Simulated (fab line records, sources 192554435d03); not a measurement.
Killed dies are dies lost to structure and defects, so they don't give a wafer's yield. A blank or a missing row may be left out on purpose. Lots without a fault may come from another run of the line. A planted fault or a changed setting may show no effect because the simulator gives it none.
Chamber matching | flow n5_finfet | N5_BEOL_M7_CURE_75 on uv_cure-02: 3 sister chambers
The step cures SiCOH lowk, time 120 s. 27 wafers are shown with their chamber, then 12 later ones without.

WAFERS WITH THEIR CHAMBER
wafer  | chamber | wafer_temp_C_max | lamp_power_pct (%)
L078.2 | 2       | 371.6            | 52.34
L078.3 | 2       | 371.4            | 52.25
L078.6 | 2       | 371.2            | 52.31
L081.2 | 1       | 372.8            | 52.30
L081.5 | 1       | 372.9            | 52.26
L081.6 | 1       | 372.9            | 52.32
L083.4 | 1       | 372.2            | 52.26
L083.5 | 1       | 372.5            | 52.34
L083.6 | 1       | 372.4            | 52.37
L086.1 | 1       | 373.6            | 52.24
L086.4 | 1       | 372.0            | 52.35
L086.6 | 1       | 373.1            | 52.27
L084.2 | 1       | 373.6            | 52.35
L084.4 | 1       | 374.3            | 52.36
L084.6 | 1       | 372.3            | 52.34
L088.1 | 0       | 371.9            | 52.25
L088.3 | 0       | 372.1            | 52.37
L088.4 | 0       | 371.7            | 52.31
L088.2 | 0       | 371.8            | 52.34
L088.5 | 0       | 372.0            | 52.29
L088.6 | 0       | 372.4            | 52.27
L090.1 | 0       | 371.8            | 52.40
L090.2 | 0       | 372.0            | 52.31
L090.3 | 0       | 371.4            | 52.33
L092.1 | 0       | 372.6            | 52.32
L092.4 | 0       | 372.2            | 52.37
L092.5 | 0       | 371.4            | 52.25

SIGNATURES (means of the wafers above)
reading          | chamber 0 | chamber 1 | chamber 2 | scatter within a chamber
wafer_temp_C_max | 371.942   | 372.883   | 371.400   | 0.523
lamp_power_pct   | 52.3175   | 52.3133   | 52.3000   | 0.0466
Rule: a wafer's distance from a chamber is the root of the sum, over the readings, of the square of ((its reading less the chamber's mean) divided by the reading's scatter). The wafer belongs to the nearest chamber; if the next one is less than 2 further off, it can't be placed. The scatter: the root of (the sum of the squares of (reading less its chamber's mean) over the shown wafers, divided by (wafers less chambers)).

WAFERS WITHOUT THEIR CHAMBER
wafer  | wafer_temp_C_max | lamp_power_pct (%)
L094.2 | 371.8            | 52.32
L094.3 | 371.2            | 52.31
L094.6 | 371.6            | 52.39
L095.1 | 372.7            | 52.19
L095.3 | 372.0            | 52.26
L095.6 | 372.4            | 52.30
L095.2 | 372.8            | 52.22
L095.4 | 371.8            | 52.29
L095.5 | 371.9            | 52.35
L097.2 | 372.1            | 52.37
L097.3 | 371.7            | 52.27
L097.5 | 371.8            | 52.30

WHICH CHAMBER EACH WENT THROUGH
wafer  | from the rows above          | in truth
L094.2 | can't be placed: 0 or 2 or 1 | 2
L094.3 | can't be placed: 2 or 0      | 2
L094.6 | can't be placed: 0 or 2 or 1 | 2
L095.1 | can't be placed: 1 or 0 or 2 | 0
L095.3 | can't be placed: 0 or 2 or 1 | 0
L095.6 | can't be placed: 0 or 1 or 2 | 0
L095.2 | can't be placed: 1 or 0 or 2 | 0
L095.4 | can't be placed: 0 or 2 or 1 | 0
L095.5 | can't be placed: 0 or 2 or 1 | 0
L097.2 | can't be placed: 0 or 1 or 2 | 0
L097.3 | can't be placed: 2 or 0 or 1 | 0
L097.5 | can't be placed: 0 or 2 or 1 | 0
Placed correctly: 0 of 12. Can't be placed from these rows: 12 (the true chamber is among the candidates in 12). Placed wrongly: 0.
